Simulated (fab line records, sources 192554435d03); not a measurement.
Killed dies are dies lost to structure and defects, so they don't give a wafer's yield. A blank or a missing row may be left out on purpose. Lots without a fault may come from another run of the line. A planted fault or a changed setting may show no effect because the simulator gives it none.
Split-lot experiment | flow n5_finfet | 7 lots, 21 wafers read, on a route of 1938 steps

THE SPLIT
At N5_BEOL_M9_PECVD_70 (deposits SiO2 from TEOS/O2, target thk 20 nm, time 22.7 s), the setting temp_c was moved away from the recipe's 400 C on 5 of the 21 wafers read, by -1.9% to +3.9%. The other wafers ran this setting at the recipe's value.

The reading is taken at the split's own step.

THE READING
SiO2_of_BEOL_M9_PECVD_70.thk_nm (the simulator's own value, which no gauge read), in nm, at N5_BEOL_M9_PECVD_70 (deposits SiO2 from TEOS/O2, target thk 20 nm, time 22.7 s). The file gives no usual value for it. The 16 wafers here that ran the recipe average 20.1 nm, standard deviation 0.22 nm.

wafer  | tool, chamber at the split | temp_c as run, C | against the recipe | SiO2_of_BEOL_M9_PECVD_70.thk_nm, nm | against lot-mates on the recipe
L074.3 | pecvd-02, 0,2              | 400              | recipe             | 20                                  | -
L074.4 | pecvd-02, 0,2              | 400              | recipe             | 20                                  | -
L074.6 | pecvd-02, 2                | 400              | recipe             | 19.8                                | -
L075.1 | pecvd-02, 2                | 408.7            | +2.2%              | 18.8                                | -1.3
L075.2 | pecvd-02, 0                | 400              | recipe             | 20                                  | -
L075.3 | pecvd-02, 0                | 400              | recipe             | 20.2                                | -
L077.2 | pecvd-02, 0                | 400              | recipe             | 19.8                                | -
L077.3 | pecvd-02, 2                | 394.2            | -1.5%              | 20.4                                | +0.3
L077.5 | pecvd-02, 0                | 400              | recipe             | 20.4                                | -
L078.2 | pecvd-01, 2                | 415.6            | +3.9%              | 17.6                                | -2.7
L078.5 | pecvd-01, 1                | 400              | recipe             | 20.4                                | -
L078.6 | pecvd-01, 2                | 400              | recipe             | 20.2                                | -
L087.1 | pecvd-03, 0                | 400              | recipe             | 19.8                                | -
L087.3 | pecvd-03, 1                | 400              | recipe             | 20                                  | -
L087.4 | pecvd-03, 0                | 400              | recipe             | 20.4                                | -
L092.3 | pecvd-02, 2                | 392.4            | -1.9%              | 20.8                                | +0.6
L092.4 | pecvd-02, 2                | 392.4            | -1.9%              | 21                                  | +0.8
L092.6 | pecvd-02, 1                | 400              | recipe             | 20.2                                | -
L097.1 | pecvd-01, 1,2              | 400              | recipe             | 19.8                                | -
L097.4 | pecvd-01, 1,2              | 400              | recipe             | 19.8                                | -
L097.5 | pecvd-01, 1                | 400              | recipe             | 20                                  | -
Where a row lists several chambers, the file gives one row for several wafers and doesn't say which wafer went through which chamber.

THE FIT
A straight line over all 21 wafers: SiO2_of_BEOL_M9_PECVD_70.thk_nm changes by -0.546 nm for each +1% of temp_c; r = -0.94; the points scatter about the line by 0.24 nm.
The same after taking each lot's own level away (the mean of its wafers on the recipe; 21 wafers): -0.56 nm for each +1%; r = -0.94; scatter 0.24 nm.
On that fit, the largest move of temp_c shifts the reading by 2.2 nm.
The lots' own levels span 19.87 to 20.30 nm, that is 2.0 times the standard deviation above.
So the lot-to-lot level changes the slope little: the two slopes agree.
Check: with one of the wafers moved furthest among these (+3.9%) left out of the fit, the line predicts -1.73 nm for it against its lot-mates. It came out at -2.7 nm against them.

OTHER SPLITS ON THESE WAFERS
These wafers also went through other splits before the reading. Each is held against what the fit with the lots' levels taken away leaves over:
other split on the same wafers   | wafers away from the commonest value | r with SiO2_of_BEOL_M9_PECVD_70.thk_nm (lot level and that fit taken away)
N5_BEOL_M7_TRENCH_ETCH_37 time_s | 8                                    | -0.10
N5_BEOL_M7_ETCH_41 source_w      | 7                                    | -0.03
N5_BEOL_M8_DESCUM_16 time_s      | 12                                   | -0.30
N5_BEOL_M8_ETCH_62 source_w      | 8                                    | -0.27

THE FILE'S OWN FIT
SiO2_of_BEOL_M9_PECVD_70.thk_nm changes by -0.589 nm for each +1% of temp_c, r = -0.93.
